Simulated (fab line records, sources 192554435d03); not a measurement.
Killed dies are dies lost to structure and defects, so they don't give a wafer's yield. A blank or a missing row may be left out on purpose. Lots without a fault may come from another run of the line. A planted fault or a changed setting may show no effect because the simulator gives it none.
Which tool did it? | flow n5_finfet | 8 lots, 23 wafers sampled, at 8 steps of a route of 1938

WHAT THE GAUGES READ, wafer by wafer
N5_FIN_SAQP_INSPECT_40: inspects for defects (brightfield).
lot  | measured    | on                | raw_defect_count
L452 | day 3 20:43 | defect_inspect-01 | 87 102 107
L456 | day 4 20:44 | defect_inspect-01 | 198 188 240
L457 | day 5 01:44 | defect_inspect-01 | 237 120
L458 | day 5 10:08 | defect_inspect-01 | 175 762 928
L459 | day 5 15:34 | defect_inspect-01 | 124 165 182
L460 | day 5 20:46 | defect_inspect-01 | 724 811 213
L461 | day 6 03:42 | defect_inspect-01 | 205 159 153
L467 | day 7 13:52 | defect_inspect-01 | 236 289 219

N5_FIN_CUT_INSPECT_10: inspects for defects (brightfield).
lot  | measured    | on                | raw_defect_count
L452 | day 3 21:16 | defect_inspect-02 | 22 22 27
L456 | day 4 21:16 | defect_inspect-02 | 41 47 40
L457 | day 5 02:15 | defect_inspect-01 | 31 38
L458 | day 5 10:31 | defect_inspect-01 | 35 637 678
L459 | day 5 16:05 | defect_inspect-01 | 26 39 31
L460 | day 5 21:17 | defect_inspect-02 | 633 689 39
L461 | day 6 04:05 | defect_inspect-02 | 41 32 31
L467 | day 7 14:15 | defect_inspect-02 | 47 60 44

N5_FIN_CUT_INSPECT_17: inspects for defects (brightfield).
lot  | measured    | on                | raw_defect_count
L452 | day 3 22:13 | defect_inspect-02 | 102 108 120
L456 | day 4 22:26 | defect_inspect-01 | 196 181 239
L457 | day 5 03:12 | defect_inspect-01 | 239 127
L458 | day 5 11:28 | defect_inspect-02 | 201 794 957
L459 | day 5 17:14 | defect_inspect-02 | 147 186 206
L460 | day 5 22:16 | defect_inspect-02 | 739 807 273
L461 | day 6 05:02 | defect_inspect-01 | 218 147 158
L467 | day 7 15:25 | defect_inspect-02 | 263 319 242

N5_BEOL_M4_RC_MEAS_101.
lot  | measured     | on        | DIBL_N (mV/V)  | DIBL_P (mV/V)  | IOFF_N (nA/um)    | IOFF_P (nA/um) | ION_N (uA/um) | ION_P (uA/um) | SS_N (mV/dec)  | SS_P (mV/dec)  | VT_N (mV)   | VT_P (mV)
L452 | day 9 18:33  | prober-01 | 36.1 34.1 37.8 | 36.2 34.4 38.3 | 0.176 0.137 0.221 | 0.26 0.23 0.30 | 697 680 711   | 483 475 487   | 71.6 70.8 72.2 | 73.3 73.2 74.0 | 245 249 242 | -244 -244 -242
L456 | day 10 17:23 | prober-01 | 37.6 36.9 36.2 | 37.8 38.0 36.3 | 0.174 0.172 0.153 | 0.24 0.26 0.22 | 669 694 684   | 461 477 468   | 71.9 71.3 71.9 | 73.7 73.5 73.2 | 250 248 249 | -250 -247 -247
L457 | day 11 02:14 | prober-02 | 38.6 37.4      | 40.1 36.5      | 0.216 0.170       | 0.23 0.17      | 691 667       | 465 449       | 72.2 72.1      | 74.6 73.5      | 244 249     | -252 -255
L458 | day 11 21:37 | prober-02 | 36.3 36.7 35.4 | 35.4 35.9 33.3 | 0.172 0.179 0.136 | 0.21 0.22 0.17 | 667 674 656   | 456 460 450   | 71.7 71.3 71.5 | 74.1 74.2 72.9 | 248 249 255 | -250 -250 -254
L459 | day 11 23:48 | prober-02 | 38.3 39.2 35.4 | 39.6 40.3 35.6 | 0.211 0.215 0.146 | 0.29 0.29 0.21 | 697 685 673   | 479 469 468   | 71.4 72.0 71.3 | 73.7 74.0 72.5 | 248 246 249 | -245 -244 -250
L460 | day 12 01:44 | prober-01 | 37.8 36.9 35.8 | 38.8 37.7 36.3 | 0.196 0.180 0.148 | 0.22 0.21 0.19 | 677 685 670   | 460 464 461   | 71.7 71.3 71.3 | 73.6 73.5 73.9 | 245 247 249 | -248 -250 -252
L461 | day 12 04:33 | prober-01 | 36.4 40.3 36.8 | 35.7 39.6 35.8 | 0.127 0.217 0.137 | 0.16 0.22 0.16 | 656 674 656   | 444 453 449   | 71.0 72.3 71.5 | 72.9 74.0 73.3 | 255 245 252 | -257 -252 -258
L467 | day 13 16:08 | prober-01 | 36.3 38.2 37.6 | 35.9 37.1 37.4 | 0.147 0.161 0.169 | 0.21 0.23 0.24 | 659 665 668   | 459 457 464   | 71.3 71.4 72.0 | 72.9 73.6 73.7 | 253 250 246 | -249 -250 -249

WHICH TOOL RAN EACH LOT (tool, then ch and the chambers of the sampled wafers, then the start)
lot  | N5_FIN_SAQP_RECESS_75             | N5_FIN_SAQP_SPACER1_ETCHBACK_25   | N5_FIN_SAQP_ETCH_57               | N5_FIN_SAQP_STRIP_77
L452 | vapor_etch-01 ch 0,1, day 3 17:19 | rie_diel-02 ch 2,3, day 3 18:18   | rie_diel-06 ch 2,3, day 3 18:32   | rie_diel-02 ch 0,1, day 3 20:16
L456 | vapor_etch-02 ch 0,1, day 4 17:05 | rie_diel-05 ch 1,2,3, day 4 18:25 | rie_diel-02 ch 1,2,3, day 4 18:40 | rie_diel-05 ch 0,1,3, day 4 20:18
L457 | vapor_etch-02 ch 0,1, day 4 22:11 | rie_diel-02 ch 0,3, day 4 23:17   | rie_diel-05 ch 2,3, day 4 23:32   | rie_diel-05 ch 2,3, day 5 01:17
L458 | vapor_etch-02 ch 0,1, day 5 05:46 | rie_diel-05 ch 0,1,2, day 5 06:52 | rie_diel-06 ch 0,3, day 5 07:07   | rie_diel-02 ch 0,1, day 5 09:41
L459 | vapor_etch-01 ch 0,1, day 5 12:02 | rie_diel-06 ch 2,3, day 5 13:08   | rie_diel-06 ch 1,2, day 5 13:23   | rie_diel-05 ch 2,3, day 5 15:08
L460 | vapor_etch-02 ch 0,1, day 5 16:57 | rie_diel-02 ch 0,2, day 5 18:03   | rie_diel-02 ch 0,1,3, day 5 18:19 | rie_diel-02 ch 0,1,2, day 5 20:19
L461 | vapor_etch-01 ch 0,1, day 5 23:07 | rie_diel-02 ch 1,2, day 6 00:13   | rie_diel-02 ch 0,1,2, day 6 00:28 | rie_diel-02 ch 1,2,3, day 6 03:15
L467 | vapor_etch-01 ch 0,1, day 7 10:17 | rie_diel-05 ch 1,2, day 7 11:16   | rie_diel-02 ch 0,2,3, day 7 11:35 | rie_diel-02 ch 2,3, day 7 13:25
- N5_FIN_SAQP_RECESS_75: chemistry HF/NH3, target SiO2, target depth 14.4 nm, afs cycles 3, sublimation time 60 s.
- N5_FIN_SAQP_SPACER1_ETCHBACK_25: etches SiO2 in CHF3/O2, target depth 24.4 nm, time 12.2 s.
- N5_FIN_SAQP_ETCH_57: etches SiNx in CH3F/O2, target depth 32.5 nm, time 46.4 s.
- N5_FIN_SAQP_STRIP_77: strips in N2/H2, time 90 s.

WHAT THE TOOLS THEMSELVES READ (means of the sampled wafers that have a number; where no wafer has one, the mark that the record gives instead)
N5_FIN_SAQP_RECESS_75.
lot  | tool          | drypump_motor_current_A (A)
L452 | vapor_etch-01 | 5.4
L456 | vapor_etch-02 | 5.9
L457 | vapor_etch-02 | 5.8
L458 | vapor_etch-02 | 5.6
L459 | vapor_etch-01 | 5.4
L460 | vapor_etch-02 | 5.6
L461 | vapor_etch-01 | 5.4
L467 | vapor_etch-01 | 5.4

N5_FIN_SAQP_SPACER1_ETCHBACK_25.
lot  | tool        | drypump_motor_current_A (A) | oes_product_au (a.u.) | rf_vpp_V (V) | showerhead_plenum_p_Torr (Torr) | throttle_valve_pct (%)
L452 | rie_diel-02 | 5.6                         | 0.89                  | 528          | 2.48                            | 18.48
L456 | rie_diel-05 | 5.3                         | 0.74                  | 521          | 2.41                            | 18.75
L457 | rie_diel-02 | 5.8                         | 0.86                  | 522          | 2.40                            | 18.57
L458 | rie_diel-05 | 5.2                         | 0.78                  | 517          | 2.39                            | 18.69
L459 | rie_diel-06 | 6.5                         | 0.72                  | 511          | 2.36                            | 19.35
L460 | rie_diel-02 | 5.4                         | 0.90                  | 541          | 2.48                            | 18.35
L461 | rie_diel-02 | 5.5                         | 0.85                  | 548          | 2.52                            | 18.49
L467 | rie_diel-05 | 5.1                         | 0.91                  | 515          | 2.39                            | 18.42

N5_FIN_SAQP_ETCH_57.
lot  | tool        | drypump_motor_current_A (A) | etch_rf_on_time_s (s) | oes_product_au (a.u.) | rf_vpp_V (V) | showerhead_plenum_p_Torr (Torr) | throttle_valve_pct (%)
L452 | rie_diel-06 | 6.5                         | 47.2                  | 0.63                  | 296          | 2.02                            | 16.6
L456 | rie_diel-02 | 5.7                         | 46.4                  | 0.72                  | 305          | 2.07                            | 16.0
L457 | rie_diel-05 | 5.5                         | 47.4                  | 0.65                  | 300          | 2.02                            | 16.3
L458 | rie_diel-06 | 5.6                         | 46.6                  | 0.73                  | 303          | 2.11                            | 16.1
L459 | rie_diel-06 | 6.0                         | 46.3                  | 0.60                  | 286          | 1.93                            | 16.8
L460 | rie_diel-02 | 5.8                         | 45.3                  | 0.69                  | 300          | 2.01                            | 16.1
L461 | rie_diel-02 | 5.7                         | 47.0                  | 0.72                  | 307          | 2.04                            | 16.0
L467 | rie_diel-02 | 5.6                         | 46.7                  | 0.72                  | 301          | 2.02                            | 15.9

N5_FIN_SAQP_STRIP_77.
lot  | tool        | drypump_motor_current_A (A) | oes_product_au (a.u.) | rf_vpp_V (V) | showerhead_plenum_p_Torr (Torr) | throttle_valve_pct (%)
L452 | rie_diel-02 | 5.8                         | 0.85                  | 45.0         | 3.37                            | 11.8
L456 | rie_diel-05 | 5.2                         | 0.75                  | 45.2         | 3.32                            | 12.1
L457 | rie_diel-05 | 5.5                         | 0.77                  | 45.0         | 3.38                            | 12.2
L458 | rie_diel-02 | 5.9                         | 0.78                  | 46.0         | 3.42                            | 12.2
L459 | rie_diel-05 | 5.5                         | 0.79                  | 45.8         | 3.39                            | 12.1
L460 | rie_diel-02 | 5.7                         | 0.84                  | 44.5         | 3.45                            | 11.9
L461 | rie_diel-02 | 5.7                         | 0.82                  | 44.9         | 3.49                            | 12.0
L467 | rie_diel-02 | 5.6                         | 0.83                  | 45.3         | 3.46                            | 11.9

THE ANSWER, worked out from the rows above alone
Rule: what is usual is taken from the lots themselves. Put in order of their means at a reading, lots are off if they are a third of the lots or fewer, leave a main group of 4 or more, and stand apart from it by a gap of 3 or more times the standard deviation of the main group's means; of several such gaps the widest counts. A main group whose means are all the same, to the digits that the tables above print for the reading, isn't used. A lot without any number at a reading at which 4 lots or more have one is off too. The other lots that the step has rows for count as sound. The gauges are gone through in route order, then the tools' own readings, and for those a lot's mean is taken as printed above. The first step at which some lot is off is used, and at that step the reading that is off furthest; a lot without a number counts as furthest.
Off: L458, L460, at N5_FIN_SAQP_INSPECT_40 (raw_defect_count). The main group: mean 177, standard deviation 46.
A tool fits if, at a process step before that reading, it ran every lot that is off, and no sound lot after the first of them. The gauges at N5_FIN_SAQP_INSPECT_40 aren't tried: what is off there is off at N5_FIN_CUT_INSPECT_17 too, on other tools, and a gauge's error can't cause that. One fits: vapor_etch-02 at N5_FIN_SAQP_RECESS_75. Its last sound lot is L457 (day 4 22:11), its first lot that is off L458 (day 5 05:46): a fault that began between those two fits.

WHAT THE SIMULATOR HAD PUT IN
Chamber particle source: vapor_etch-02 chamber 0, from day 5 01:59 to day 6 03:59, at N5_FIN_SAQP_RECESS_75. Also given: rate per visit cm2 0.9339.
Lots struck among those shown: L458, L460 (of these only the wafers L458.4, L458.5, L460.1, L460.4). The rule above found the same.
